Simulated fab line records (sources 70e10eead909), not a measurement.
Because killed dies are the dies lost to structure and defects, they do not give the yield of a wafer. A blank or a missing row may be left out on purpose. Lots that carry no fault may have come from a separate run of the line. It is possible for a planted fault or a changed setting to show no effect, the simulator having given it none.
Chamber matching / flow nand-harc / rie-si-05 running NHARC_A_ZERO_WELL_ETCH_13: 4 sister chambers
The step etches the open film in HBr/Cl2, target depth 120 nm, time 40.1 s. 8 wafers are shown with their chamber, then 12 later ones without.

WAFERS, EACH WITH ITS CHAMBER
wafer=L078.3; chamber=2; oes-product-au (a.u.)=1.007; chamber-pressure-mTorr (mTorr)=15.015
wafer=L079.2; chamber=3; oes-product-au (a.u.)=0.997; chamber-pressure-mTorr (mTorr)=14.988
wafer=L081.1; chamber=2; oes-product-au (a.u.)=1.006; chamber-pressure-mTorr (mTorr)=14.996
wafer=L082.1; chamber=0; oes-product-au (a.u.)=0.997; chamber-pressure-mTorr (mTorr)=15.004
wafer=L082.2; chamber=3; oes-product-au (a.u.)=0.994; chamber-pressure-mTorr (mTorr)=14.992
wafer=L084.2; chamber=0; oes-product-au (a.u.)=0.999; chamber-pressure-mTorr (mTorr)=15.038
wafer=L084.3; chamber=1; oes-product-au (a.u.)=1.013; chamber-pressure-mTorr (mTorr)=14.985
wafer=L084.6; chamber=1; oes-product-au (a.u.)=1.012; chamber-pressure-mTorr (mTorr)=14.998

WAFERS MISSING THEIR CHAMBER
wafer=L086.1; oes-product-au (a.u.)=1.000; chamber-pressure-mTorr (mTorr)=14.995
wafer=L086.2; oes-product-au (a.u.)=1.009; chamber-pressure-mTorr (mTorr)=14.989
wafer=L086.5; oes-product-au (a.u.)=1.005; chamber-pressure-mTorr (mTorr)=15.014
wafer=L088.2; oes-product-au (a.u.)=1.006; chamber-pressure-mTorr (mTorr)=14.979
wafer=L088.4; oes-product-au (a.u.)=1.010; chamber-pressure-mTorr (mTorr)=15.009
wafer=L088.5; oes-product-au (a.u.)=0.997; chamber-pressure-mTorr (mTorr)=15.002
wafer=L092.2; oes-product-au (a.u.)=1.010; chamber-pressure-mTorr (mTorr)=14.999
wafer=L092.3; oes-product-au (a.u.)=1.016; chamber-pressure-mTorr (mTorr)=15.010
wafer=L092.4; oes-product-au (a.u.)=1.004; chamber-pressure-mTorr (mTorr)=14.989
wafer=L095.1; oes-product-au (a.u.)=1.007; chamber-pressure-mTorr (mTorr)=15.006
wafer=L095.2; oes-product-au (a.u.)=0.998; chamber-pressure-mTorr (mTorr)=14.972
wafer=L095.5; oes-product-au (a.u.)=1.011; chamber-pressure-mTorr (mTorr)=14.988

WHICH CHAMBER EACH WENT THROUGH
wafer=L086.1; from the rows above=can't be placed: 0 or 3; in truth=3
wafer=L086.2; from the rows above=can't be placed: 2 or 1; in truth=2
wafer=L086.5; from the rows above=2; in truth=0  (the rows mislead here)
wafer=L088.2; from the rows above=2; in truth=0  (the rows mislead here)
wafer=L088.4; from the rows above=can't be placed: 1 or 2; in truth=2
wafer=L088.5; from the rows above=can't be placed: 3 or 0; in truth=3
wafer=L092.2; from the rows above=can't be placed: 1 or 2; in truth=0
wafer=L092.3; from the rows above=1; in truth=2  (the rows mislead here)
wafer=L092.4; from the rows above=2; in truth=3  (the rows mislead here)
wafer=L095.1; from the rows above=2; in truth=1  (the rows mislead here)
wafer=L095.2; from the rows above=can't be placed: 3 or 0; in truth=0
wafer=L095.5; from the rows above=1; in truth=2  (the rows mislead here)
Correct placement for 0 of the 12. Can't be placed from these rows: 6 (the true chamber is among the candidates in 5). Number placed wrongly: 6.
How it was worked out, from the rows above alone: a wafer's distance from a chamber is the root of the sum, over the readings, of the square of ((its reading less the chamber's mean) divided by the reading's scatter). If the next closest chamber is less than 2 further off than the closest, the wafer can't be placed; otherwise it belongs to the closest. Each chamber's mean is taken over the wafers shown for it. The scatter: the root of (the sum of the squares of (reading less its chamber's mean) over the shown wafers, divided by (wafers less chambers)).
